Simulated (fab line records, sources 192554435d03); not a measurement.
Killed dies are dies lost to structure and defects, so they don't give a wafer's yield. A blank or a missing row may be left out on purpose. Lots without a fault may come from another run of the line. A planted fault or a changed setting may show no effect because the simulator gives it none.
fab line records | flow n5_finfet
record lots=7 wafers=18 last_day=16
route steps=1938 shown HKMG_FIN@385 BEOL_M4@1111 PASSIVATION@1936
lots that met no fault: from a run of the same line without faults
start_h: hours from the record's first day to the start of the lot's first wafer shown | wait_h: hours since the lot's step before | " the same as in the row above | L1.1+2: a row that stands for several wafers | - no value, or no start given | * or withheld: withheld | < > ~ a bound
route shown NAME@n: a module of which the file shows steps, and the number in the route of the first | usual: mean/standard deviation of fault-free wafers | same: alike in all rows | chamber/n: place in a boat | sites: the reading at each site | _std_site: their standard deviation | _edge_site: outer sites' mean less inner sites' | radius_mm: how far each site lies from the wafer's centre | mask NAME#n: copy n | behind: the tool/chamber that last shaped the wafer | hold: why the lot was held/for how many hours/how that ended | device: the transistor (n, p or np) that didn't switch | end of line: the same wafers' tests at the end of the route | a step without rows: its recipe alone | killed: dies lost to structure and defects at the first sort, not the wafer's yield | map: a wafer's dies, x killed, . not, _ none there
set.NAME: the setting as run; set.NAME@STEP: as run at that earlier step | model.NAME: the simulator's own value behind a step, which no gauge read
lots at some steps of the route; a table a step, a row a wafer
services: from which hour (start_h, from the record's first day; less than 0 if before it) a tool's chamber was out of use, for how many hours, and why
## steps
# step N5_HKMG_FIN_IL_REGROW_00
# recipe material=SiO2 target_thk_a=7.5 chemistry=O3 temp_c=withheld time_s=30
# step N5_HKMG_FIN_HK_ALD_01
# recipe material=HfO2 target_thk_a=16 temp_c=withheld ald_precursor_family=HfCl4 ald_co_reactant=H2O pulse_time_s=3 purge_time_s=3 co_reactant_purge_time_s=2.5 co_reactant_pulse_time_s=0.3 ald_cycles=30
# usual precursor_pulse_height_rel=1.002/0.017
# columns lot.wafer tool chamber start_h wait_h precursor_pulse_height_rel since_wet_clean_h
L582.3 ald_hk-03 2 89.02 0.0 1.017 1865
L582.4 " 0 " " 0.994 1865
L582.6 " 2 " " 1.003 -
L583.1 ald_hk-02 0 98.63 0.0 0.980 979
L583.3 " 3 " " 1.031 979
L583.5 " 0 " " 0.996 -
L591.1 ald_hk-01 0 146.18 0.0 0.994 116
L591.5 " 1 " " 0.987 -
L592.5 ald_hk-03 0 150.93 0.1 0.988 -
L592.6 " 3 " " 1.004 -
L593.3 ald_hk-03 2 158.42 0.0 1.009 1934
L593.5 " 1 " " 0.976 -
L596.1 ald_hk-02 0 173.93 0.0 0.992 1054
L596.3 " 2 " " 0.991 1054
L596.4 " 3 " " 0.989 1054
L599.2 ald_hk-02 0 190.04 0.0 1.005 1070
L599.3 " 1 " " 0.992 1070
L599.4 " 2 " " 1.015 1070
# step N5_HKMG_FIN_HK_ANNEAL_02
# recipe temp_c=700 time_s=30 ambient=N2 idle_temp_c=600 ramp_up_c_per_s=150 ramp_down_c_per_s=60 cool_to_c=600
# usual lamp_power_pct=8.80/0.057 lamp_zone_1_pct=8.799/0.0096 lamp_zone_2_pct=8.796/0.0087 lamp_zone_4_pct=8.796/0.01 wafer_temp_C_max=702.9/0.68
# columns lot.wafer tool chamber start_h wait_h lamp_power_pct lamp_zone_1_pct lamp_zone_2_pct lamp_zone_4_pct wafer_temp_C_max
L582.3 rtp_anneal-01 0 89.27 0.2 8.75 8.809 8.802 8.803 703.4
L582.4 " 0 " " 8.77 8.802 8.803 8.793 702.4
L582.6 " 0 " " 8.90 8.806 8.797 8.796 702.4
L583.1 rtp_anneal-01 0 98.89 0.2 8.78 8.789 8.763 8.791 705.1
L583.3 " 0 " " 8.76 8.789 8.797 8.789 702.4
L583.5 " 0 " " 8.73 8.805 8.800 8.788 704.1
L591.1 rtp_anneal-02 0 146.62 0.4 8.80 8.809 8.793 8.781 702.9
L591.5 " 0 " " 8.77 8.803 8.813 8.770 702.6
L592.5 rtp_anneal-02 0 151.21 0.2 8.79 8.808 8.797 8.802 703.1
L592.6 " 0 " " 8.83 8.790 8.814 8.799 703.3
L593.3 rtp_anneal-02 0 158.86 0.4 8.80 8.798 8.795 8.790 702.9
L593.5 " 0 " " 8.77 8.801 8.792 8.790 704.1
L596.1 rtp_anneal-02 0 174.19 0.2 8.79 8.790 8.792 8.793 702.9
L596.3 " 0 " " 8.77 8.783 8.782 8.779 701.9
L596.4 " 0 " " 8.79 8.797 8.790 8.781 702.2
L599.2 rtp_anneal-02 0 190.48 0.4 8.75 8.787 8.806 8.789 702.7
L599.3 " 0 " " 8.80 8.799 8.791 8.788 702.1
L599.4 " 0 " " 8.84 8.810 8.793 8.805 702.8
# step N5_HKMG_FIN_ALD_74
# recipe material=La2O3 target_thk_a=5 temp_c=250 ald_precursor_family=La-Cp ald_co_reactant=O3 pulse_time_s=6 co_reactant_pulse_time_s=1 purge_time_s=3 co_reactant_purge_time_s=3
# usual heater_power_w=352/31 precursor_pulse_height_rel=1.002/0.021
# columns lot.wafer tool chamber start_h wait_h heater_power_w precursor_pulse_height_rel since_wet_clean_h
L582.3 ald_hk-02 2 89.42 0.1 370 1.031 969
L582.4 " 1 " " 344 1.006 969
L582.6 " 1 " " 335 0.987 -
L583.1 ald_hk-01 0 99.12 0.2 365 1.004 69
L583.3 " 1 " " 404 1.042 69
L583.5 " 3 " " 361 1.023 -
L591.1 ald_hk-02 0 146.84 0.2 293 0.980 1027
L591.5 " 2 " " 381 0.990 -
L592.5 ald_hk-02 0 151.35 0.1 293 0.974 -
L592.6 " 1 " " 339 0.994 -
L593.3 ald_hk-02 2 159.02 0.1 376 1.036 1039
L593.5 " 2 " " 379 1.012 -
L596.1 ald_hk-03 3 174.41 0.2 324 1.001 1950
L596.3 " 0 " " 388 1.033 1950
L596.4 " 1 " " 340 1.018 1950
L599.2 ald_hk-01 0 190.68 0.2 369 0.983 161
L599.3 " 2 " " 346 0.987 161
L599.4 " 1 " " 400 1.008 161
# step N5_HKMG_FIN_ALD_75
# recipe material=Al2O3 target_thk_a=10 temp_c=150 ald_precursor_family=TMA ald_co_reactant=H2O pulse_time_s=withheld co_reactant_pulse_time_s=1
# step N5_HKMG_FIN_COAT_41
# recipe resist=SOC temp_c=250 time_s=60 spin_rpm=1500 resist_thk_nm=300
# step N5_HKMG_FIN_COAT_42
# recipe resist=SiARC temp_c=220 time_s=60 spin_rpm=1500 resist_thk_nm=35
# step N5_HKMG_FIN_COAT_43
# recipe resist=CAR-ArF spin_rpm=1500 resist_thk_nm=90
# step N5_HKMG_FIN_EBR_45
# recipe solvent=PGMEA ebr_width_mm=1.5
# step N5_HKMG_FIN_SOFTBAKE_44
# recipe temp_c=110 time_s=60 resist=CAR-ArF
# step N5_HKMG_FIN_EXPOSE_46
# recipe mask_id=NDIPOLE na=1.35 source_shape=conventional sigma_outer=0.8 polarization=unpolarized dose_mj=40
# step N5_HKMG_FIN_PEB_47
# recipe peb_temp_c=withheld peb_time_s=60 resist=CAR-ArF
# step N5_HKMG_FIN_DEVELOP_48
# recipe develop_time_s=30 developer=TMAH resist=CAR-ArF rinse_liquid=diw dry=air_spin dev_temp_c=23
# columns lot.wafer tool chamber start_h wait_h
L582.3+4+6 litho_track-03 0 89.91 -
L583.1+3+5 litho_track-01 0 99.48 -
L591.1+5 litho_track-01 0 147.32 -
L592.5+6 litho_track-01 0 151.68 -
L593.3+5 litho_track-01 0 159.38 -
L596.1+3+4 litho_track-03 0 174.77 -
L599.2+3+4 litho_track-05 0 191.17 -
# step N5_HKMG_FIN_CD_MEAS_49
# recipe target_cd_nm=202 landing_energy_ev=500 detector=se_inlens polarity=opening
# usual cd_nm=202.2/0.57
# columns lot.wafer tool chamber start_h wait_h cd_nm
L582.3 cd_sem-03 0 89.97 - 201.8
L582.4 " 0 " " 203.0
L582.6 " 0 " " 202.5
L583.1 cd_sem-01 0 99.53 - 202.4
L583.3 " 0 " " 202.0
L583.5 " 0 " " 202.1
L591.1 cd_sem-03 0 147.38 - 200.6
L591.5 " 0 " " 200.7
L592.5 cd_sem-01 0 151.74 - 201.3
L592.6 " 0 " " 202.8
L593.3 cd_sem-03 0 159.44 - 201.9
L593.5 " 0 " " 201.2
L596.1 cd_sem-03 0 174.83 - 202.1
L596.3 " 0 " " 202.4
L596.4 " 0 " " 202.2
L599.2 cd_sem-02 0 191.23 - 203.0
L599.3 " 0 " " 202.7
L599.4 " 0 " " 203.0
# step N5_HKMG_FIN_OVL_MEAS_50
# recipe points_per_wafer=44
# usual NDIPOLE_OVL=0.4/0.7
# columns lot.wafer tool chamber start_h wait_h NDIPOLE_OVL[nm]
L582.3 overlay-01 0 90.00 0.0 0.4
L582.4 " 0 " " 1.0
L582.6 " 0 " " 0.2
L583.1 overlay-02 0 99.56 0.0 -0.3
L583.3 " 0 " " 0.8
L583.5 " 0 " " 0.5
L591.1 overlay-02 0 147.41 0.0 0.1
L591.5 " 0 " " 0.4
L592.5 overlay-01 0 151.76 0.0 0.9
L592.6 " 0 " " 0.5
L593.3 overlay-01 0 159.47 0.0 1.1
L593.5 " 0 " " 1.5
L596.1 overlay-02 0 174.86 0.0 -0.6
L596.3 " 0 " " 0.0
L596.4 " 0 " " 0.6
L599.2 overlay-02 0 191.26 0.0 0.6
L599.3 " 0 " " 0.1
L599.4 " 0 " " -0.2
# step N5_HKMG_FIN_INSPECT_61
# recipe mode=adi inspect_instrument=macro
# usual raw_defect_count=1.8/1.3
# columns lot.wafer tool chamber start_h wait_h raw_defect_count
L582.3 defect_inspect-02 - 90.02 0.0 5
L582.4 " - " " 4
L582.6 " - " " 0
L583.1 defect_inspect-02 - 99.59 0.0 3
L583.3 " - " " 3
L583.5 " - " " 3
L591.1 defect_inspect-02 - 147.44 0.0 1
L591.5 " - " " 1
L592.5 defect_inspect-02 - 151.79 0.0 1
L592.6 " - " " 4
L593.3 defect_inspect-02 - 159.49 0.0 2
L593.5 " - " " 1
L596.1 defect_inspect-01 - 174.88 0.0 1
L596.3 " - " " 4
L596.4 " - " " 2
L599.2 defect_inspect-02 - 191.28 0.0 1
L599.3 " - " " 1
L599.4 " - " " 3
# step N5_HKMG_FIN_DESCUM_53
# recipe chemistry=O2 time_s=7.9 source_power_w=50 bias_power_w=20 pressure_mtorr=20 rf_frequency_hz=2.712e+07 temp_c=40 resist=CAR-ArF o2_flow_sccm=225
# usual bias_power_w=20.00/0.06 drypump_motor_current_A=5.6/0.41 oes_product_au=0.81/0.09 rf_fwd_power_W=49.42/0.26 rf_vpp_V=243.1/1.5 showerhead_plenum_p_Torr=2.10/0.075 throttle_valve_pct=20.45/0.27
# columns lot.wafer tool chamber start_h wait_h bias_power_w drypump_motor_current_A oes_product_au rf_fwd_power_W rf_hours_counter_h rf_vpp_V showerhead_plenum_p_Torr throttle_valve_pct
L582.3 rie_diel-01 3 90.05 0.0 19.97 5.3 0.84 49.12 67 242.1 2.04 20.01
L582.4 " 0 " " 19.96 6.2 0.72 49.42 195 241.8 2.08 20.78
L582.6 " 2 " " 19.90 5.3 0.80 49.50 - 242.4 2.04 20.26
L583.1 rie_diel-05 2 99.95 0.4 19.96 5.6 0.91 49.25 37 242.6 2.03 20.51
L583.3 " 1 " " 20.00 6.1 0.67 49.09 254 245.8 2.15 20.54
L583.5 " 2 " " 20.01 5.6 0.90 49.16 - 243.8 2.03 20.51
L591.1 rie_diel-05 3 147.47 0.0 19.93 5.0 0.91 49.43 16 245.9 2.23 20.22
L591.5 " 1 " " 20.06 6.1 0.95 48.65 - 243.5 2.15 20.11
L592.5 rie_diel-06 2 151.98 0.2 20.03 5.8 0.71 48.98 - 241.8 2.08 20.63
L592.6 " 1 " " 20.05 6.2 0.88 49.73 - 244.9 2.23 20.51
L593.3 rie_diel-05 3 159.53 0.0 20.10 5.0 0.91 49.45 20 246.2 2.23 20.23
L593.5 " 3 " " 20.04 5.0 0.91 49.56 - 245.2 2.23 20.24
L596.1 rie_diel-05 3 175.01 0.1 19.88 5.0 0.90 49.90 26 245.2 2.22 20.22
L596.3 " 2 " " 20.06 5.7 0.86 49.40 67 242.9 2.02 20.54
L596.4 " 0 " " 19.94 5.5 0.86 49.67 37 241.8 2.04 20.12
L599.2 rie_diel-01 0 191.35 0.1 20.01 6.2 0.69 49.09 230 242.3 2.07 20.79
L599.3 " 2 " " 20.10 5.3 0.77 49.44 120 240.6 2.02 20.31
L599.4 " 1 " " 20.02 5.6 0.70 49.71 229 242.8 2.07 20.58
# step N5_HKMG_FIN_ETCH_54
# recipe chemistry=CF4 target=SiARC target_depth_a=455 mask_material=CAR-ArF time_s=75.8 ion_energy_ev=80 pressure_mtorr=40 source_w=545 bias_w=36 Ar_flow_sccm=100 cf4_flow_sccm=100 ends=cleared
# usual drypump_motor_current_A=5.6/0.41 etch_rf_on_time_s=75.4/1.1 oes_product_au=0.69/0.076 rf_fwd_power_W=539.6/2.5 rf_vpp_V=184.1/1.3 showerhead_plenum_p_Torr=2.15/0.071 throttle_valve_pct=15.63/0.28
# columns lot.wafer tool chamber start_h wait_h drypump_motor_current_A etch_rf_on_time_s oes_product_au rf_fwd_power_W rf_hours_counter_h rf_vpp_V showerhead_plenum_p_Torr throttle_valve_pct
L582.3 rie_diel-01 3 90.09 0.0 5.3 76.9 0.71 538.0 67 182.6 2.08 15.18
L582.4 " 0 " " 6.2 76.6 0.61 543.1 195 183.6 2.13 15.98
L582.6 " 2 " " 5.3 75.0 0.69 535.5 - 182.6 2.08 15.37
L583.1 rie_diel-05 2 99.99 0.0 5.7 74.7 0.78 542.0 37 183.0 2.09 15.73
L583.3 " 1 " " 6.1 75.5 0.57 537.9 254 183.4 2.19 15.75
L583.5 " 2 " " 5.7 74.1 0.77 540.6 - 183.9 2.09 15.72
L591.1 rie_diel-05 3 147.51 0.0 4.9 74.7 0.78 540.0 16 185.7 2.27 15.40
L591.5 " 1 " " 6.1 73.9 0.82 539.3 - 184.7 2.19 15.26
L592.5 rie_diel-06 2 152.03 0.0 5.8 75.0 0.62 537.5 - 184.2 2.13 15.84
L592.6 " 1 " " 6.3 76.3 0.75 543.1 - 185.4 2.27 15.59
L593.3 rie_diel-05 3 159.56 0.0 4.9 74.5 0.78 540.6 20 185.1 2.27 15.41
L593.5 " 3 " " 4.9 74.2 0.77 539.9 - 186.0 2.27 15.42
L596.1 rie_diel-05 3 175.04 0.0 4.9 75.5 0.76 544.8 26 184.4 2.27 15.43
L596.3 " 2 " " 5.6 73.7 0.74 540.7 67 183.9 2.08 15.76
L596.4 " 0 " " 5.5 77.3 0.73 542.9 37 183.6 2.10 15.34
L599.2 rie_diel-01 0 191.38 0.0 6.2 77.1 0.60 538.6 230 181.7 2.12 16.05
L599.3 " 2 " " 5.3 75.7 0.67 538.4 120 182.4 2.07 15.44
L599.4 " 1 " " 5.6 77.1 0.58 539.4 229 182.6 2.12 15.81
# step N5_HKMG_FIN_ETCH_55
# recipe chemistry=N2/H2 target=SOC target_depth_a=2400 temp_c=40 time_s=300 ion_energy_ev=200 mask_material=SiARC pressure_mtorr=30 source_w=840 bias_w=150 n2_flow_sccm=200 h2_flow_sccm=200
# usual drypump_motor_current_A=5.6/0.41 oes_product_au=0.81/0.091 rf_fwd_power_W=837.8/2.5 rf_vpp_V=524.1/2.6 showerhead_plenum_p_Torr=2.55/0.09 throttle_valve_pct=17.85/0.26
# columns lot.wafer tool chamber start_h wait_h drypump_motor_current_A oes_product_au rf_fwd_power_W rf_hours_counter_h rf_vpp_V showerhead_plenum_p_Torr throttle_valve_pct model.HKMG_FIN.cd_offset_nm
L582.3 rie_diel-01 3 90.14 0.0 5.4 0.84 834.7 67 521.5 2.47 17.49 0.2
L582.4 " 0 " " 6.2 0.72 839.2 195 523.8 2.53 18.23 0.8
L582.6 " 2 " " 5.3 0.81 839.5 - 521.1 2.46 17.71 0.4
L583.1 rie_diel-05 2 100.04 0.0 5.6 0.92 836.3 37 521.6 2.48 17.93 0
L583.3 " 1 " " 6.1 0.67 840.3 255 526.7 2.60 17.95 0.2
L583.5 " 2 " " 5.7 0.91 837.4 - 521.6 2.48 17.94 0.4
L591.1 rie_diel-05 3 147.56 0.0 4.9 0.91 837.5 17 527.3 2.71 17.52 -1.2
L591.5 " 1 " " 6.1 0.96 834.6 - 526.6 2.59 17.49 -1
L592.5 rie_diel-06 2 152.15 0.1 5.8 0.72 839.3 - 523.7 2.52 18.01 -0.8
L592.6 " 1 " " 6.2 0.89 837.3 - 528.4 2.71 17.93 1
L593.3 rie_diel-05 3 159.62 0.0 5.0 0.91 840.7 20 528.4 2.71 17.54 0.2
L593.5 " 3 " " 5.0 0.92 840.0 - 527.7 2.71 17.52 -0.6
L596.1 rie_diel-05 3 175.10 0.0 4.9 0.89 842.1 26 527.9 2.70 17.54 0
L596.3 " 2 " " 5.7 0.87 841.0 67 520.7 2.47 17.99 0.6
L596.4 " 0 " " 5.5 0.87 835.9 37 521.5 2.48 17.54 0.2
L599.2 rie_diel-01 0 191.44 0.0 6.2 0.69 836.9 230 523.3 2.52 18.28 1.4
L599.3 " 2 " " 5.3 0.78 838.4 120 520.6 2.45 17.77 1
L599.4 " 1 " " 5.7 0.69 834.8 229 521.8 2.50 17.97 0.6
# step N5_HKMG_FIN_STRIP_56
# recipe chemistry=N2/H2 temp_c=40 n2_flow_sccm=200 h2_flow_sccm=200 rf_frequency_hz=6e+07
# step N5_BEOL_M4_RC_MEAS_101
# usual DIBL_N=35.7/1.3 DIBL_P=35.4/1.8 IOFF_N=0.152/0.027 IOFF_P=0.20/0.034 ION_N=672/9.8 ION_P=461/7.5 SS_N=71.4/0.55 SS_P=73.1/0.61 VT_N=251/3.3 VT_P=-251/3.6
# columns lot.wafer tool chamber start_h wait_h DIBL_N[mV/V] DIBL_P[mV/V] IOFF_N[nA/um] IOFF_P[nA/um] ION_N[uA/um] ION_P[uA/um] SS_N[mV/dec] SS_P[mV/dec] VT_N[mV] VT_P[mV]
L582.3 prober-02 0 181.50 0.3 34.6 36.3 0.165 0.19 682 464 71.3 73.0 250 -252
L582.4 " 0 " " 36.9 37.7 0.190 0.20 680 456 72.2 73.9 249 -251
L582.6 " 0 " " 34.4 35.2 0.150 0.17 677 456 71.4 72.6 251 -254
L583.1 prober-01 0 191.09 0.0 36.1 37.9 0.183 0.20 686 468 71.6 73.1 250 -254
L583.3 " 0 " " 35.8 36.7 0.166 0.18 681 458 71.2 72.8 251 -255
L583.5 " 0 " " 36.6 37.1 0.186 0.19 682 456 71.3 73.1 248 -254
L591.1 prober-02 0 240.00 0.0 34.9 34.6 0.135 0.17 656 443 72.0 73.0 252 -259
L591.5 " 0 " " 36.3 35.1 0.160 0.17 663 451 71.4 73.7 251 -255
L592.5 prober-02 0 241.95 0.8 34.6 33.9 0.126 0.17 658 454 71.0 72.2 255 -256
L592.6 " 0 " " 36.3 36.0 0.146 0.19 661 452 71.7 73.2 253 -254
L593.3 prober-01 0 260.90 0.3 34.8 33.9 0.130 0.18 656 457 72.4 72.2 252 -253
L593.5 " 0 " " 38.1 38.5 0.192 0.25 676 458 72.1 74.1 249 -248
L596.1 prober-01 0 278.95 0.0 34.8 32.8 0.136 0.18 670 458 71.3 72.6 252 -252
L596.3 " 0 " " 34.5 33.8 0.143 0.19 681 463 71.1 73.5 252 -250
L596.4 " 0 " " 33.6 31.4 0.121 0.16 662 456 70.7 73.1 252 -250
L599.2 prober-02 0 281.75 0.8 36.6 36.9 0.156 0.19 670 456 71.6 73.8 249 -252
L599.3 " 0 " " 35.5 35.8 0.146 0.17 668 451 71.1 72.8 249 -257
L599.4 " 0 " " 33.7 33.4 0.118 0.14 657 449 71.7 72.6 251 -258
# step N5_PASSIVATION_PROBE_49
# usual defect_limited_yield=91.5/1.3 killed_at_M0_to_M3=33/11 killed_at_M4_up=14/5.3 killed_at_contacts=11/6.3 killed_at_front_end=38/10 killed_at_other=3.7/2.8 killed_dies=101/16 killed_open=67/12 killed_short=32/7.4 sort_bin_5_function=5.0/0.86 sort_bin_6_memory=3.2/0.69 sort_n_pass=1079/16 sort_yield_pct=91.5/1.3
# same gross_dies=1180 killed_at_back_side=0 sort_bin_4_leakage[%]=0 sort_bin_8_speed[%]=0
# columns lot.wafer tool chamber start_h wait_h defect_limited_yield[%] killed_at_M0_to_M3 killed_at_M4_up killed_at_contacts killed_at_front_end killed_at_other killed_dies killed_open killed_short sort_bin_5_function[%] sort_bin_6_memory[%] sort_n_pass sort_yield_pct[%]
L592.6 prober-02 - 350.70 0.3 92.6 25 18 5 36 3 87 55 31 4.3 2.9 1093 92.6
# killed by level:class
L592.6 BEOL_M4:geometric_particle:open=11 FIN_SAQP:geometric_particle:short=8 BEOL_M2:geometric_particle:open=8 GATE_CUT:geometric_particle:short=7 FIN_SAQP:geometric_particle:open=5 DUMMY_GATE:geometric_particle:open=5 MOL_CONTACT_COAG:geometric_particle:open=5 BEOL_M0_SAQP:geometric_particle:open=5
## services
# columns tool chamber start_h hours kind
rie_diel-05 3 77.97 4.6 repair
rie_diel-05 3 82.67 - clean
rie_diel-05 3 82.67 - consumable_replace:focus_ring
rie_diel-05 3 82.67 - consumable_replace:showerhead
rie_diel-05 3 82.67 23.6 scheduled_down
rie_diel-05 3 82.67 23.6 vent_cycle
ald_hk-03 - 102.87 0.7 repair
rie_diel-05 1 106.24 - clean
rie_diel-05 1 106.24 - consumable_replace:focus_ring
rie_diel-05 1 106.24 21.1 scheduled_down
rie_diel-05 1 106.24 21.1 vent_cycle
ald_hk-01 - 112.06 3.3 repair
litho_track-03 - 116.98 - consumable_replace:filter
rtp_anneal-01 - 133.46 101.8 pm
ald_hk-01 - 149.55 28.1 pm
rie_diel-06 0 149.96 9.6 repair
ald_hk-01 - 178.99 2.8 pm
ald_hk-02 - 179.08 1.0 repair
rie_diel-06 - 186.01 2.8 pm
## key
first_sign step=N5_HKMG_FIN_CD_MEAS_49 reading=cd_nm direction=down sigmas=2.1 usual=202.2 struck=201.0
effect none on later readings
model_effect step=N5_HKMG_FIN_ETCH_55 value=HKMG_FIN.cd_offset_nm without=0 struck=-0.9
met_at N5_HKMG_FIN_DEVELOP_48
struck_wafers L591.1,L591.5,L592.5,L593.5
onset_between 99.48 147.32
fault kind=process_parameter_drift tool=litho_track-01 chamber=- onset_h=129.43 steps=N5_HKMG_FIN_DEVELOP_48 channel=develop_time_s offset=* shape=step end_h=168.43 scope=struck_wafers_only acts_in=* stated=*
